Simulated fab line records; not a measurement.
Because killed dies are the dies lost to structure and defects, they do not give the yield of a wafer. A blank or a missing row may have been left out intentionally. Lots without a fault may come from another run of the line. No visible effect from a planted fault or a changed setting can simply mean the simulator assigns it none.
Comparing a struck lot with a sound one	flow nand harc	15 out of 1302 route steps
Sound: these wafers, L286.1, L286.4, L286.5. Struck: wafer L275.6 (left out: L275.4, a lot-mate that was not struck); the cause follows at the end.
Order at every step that has rows: each side's tool, ch and its chambers, its first start. Under that, the readings that differ: sound wafers	struck wafers	difference of the means	sigmas: that difference in standard deviations of wafers without a fault.
alike: a reading whose means differ by less than 2 such deviations, as well as words and numbers matching on both sides. not compared: withheld readings; readings where some wafer has no value; bounds like >300 that might hide an equal value; numbers whose values overlap and for which the record gives no deviation.
A row with sigmas, a row that says differs or no value, or rows on one side alone: a step with any of these is where the two part. When numbers do not overlap yet have no deviation, they are printed without sigmas and do not part them. Lack of a reading on every wafer of one side parts them only where that side has two or more wafers.

first, 4 steps without rows for these wafers: NHARC_A_DECK1_JOINT_CURE_26 (time 32 s); NHARC_A_DECK1_JOINT_ANNEAL_27 (time 3600 s); NHARC_A_DECK1_JOINT_ANNEAL_28 (time 1800 s); NHARC_A_DECK1_JOINT_ANNEAL_29 (time 1800 s).
NHARC_A_DECK1_JOINT_CMP_02: polishes SiOx.
  sound on cmp-04 ch 0,2,3, day 18 22:25; struck on cmp-04 ch 2, day 15 05:36
  alike: motor current A
then, 1 step without rows for these wafers: NHARC_A_DECK1_JOINT_SRD_15.
NHARC_A_DECK1_JOINT_DEP_16: deposits SiO2, target thk 45 nm.
  sound on pecvd-02 ch 1,2, day 18 22:45; struck on pecvd-01 ch 2, day 15 06:05
  alike: chamber pressure Torr, heater power w, rf fwd power W, throttle valve pct
NHARC_A_DECK1_JOINT_THK_MEAS_17: measures by ellipsometry.
  sound on film metro-02, day 18 23:02; struck on film metro-01, day 15 06:18
  alike: thk nm
NHARC_A_DECK1_JOINT_INSPECT_05:
  sound on defect inspect-01, day 18 23:04; struck on defect inspect-01, day 15 06:20
  alike: raw defect count
after that, 1 step with no rows for these wafers: NHARC_A_ONON_D2_DEP_00 (target thk 1000 nm).
NHARC_A_ONON_D2_THK_MEAS_02: measures by ellipsometry.
  sound on film metro-01, day 18 23:38; struck on film metro-02, day 15 06:56
  alike: thk nm
NHARC_A_ONON_D2_DEP_03: target thk 1000 nm.
  sound on pecvd onon-02 ch 0, day 18 23:41; struck on pecvd onon-04 ch 0, day 15 07:23
NHARC_A_ONON_D2_THK_MEAS_05: measures by ellipsometry.
  sound on film metro-02, day 19 00:12; struck on film metro-01, day 15 07:43
reading	sound	struck	difference	sigmas
thk nm (nm)	1016 1016 1016	564	-452	-55
after that, 1 step with no rows for these wafers: NHARC_A_ONON_D2_DEP_06 (target thk 1000 nm).
-- the record jumps here: 12 days lie between the struck wafers' starts before and after (it left off in module A_ONON_D2 and takes up again in module END, whose first step shown is number 1302 of the route) --
NHARC_END_SORT_01:
  the record has rows for the struck wafers here (prober-01 ch 0, day 27 09:44) and none for the sound ones

WHERE THEY PART
Earliest at NHARC_A_ONON_D2_THK_MEAS_05; latest, in this record, at NHARC_END_SORT_01.

WHY: whatever the simulator had introduced
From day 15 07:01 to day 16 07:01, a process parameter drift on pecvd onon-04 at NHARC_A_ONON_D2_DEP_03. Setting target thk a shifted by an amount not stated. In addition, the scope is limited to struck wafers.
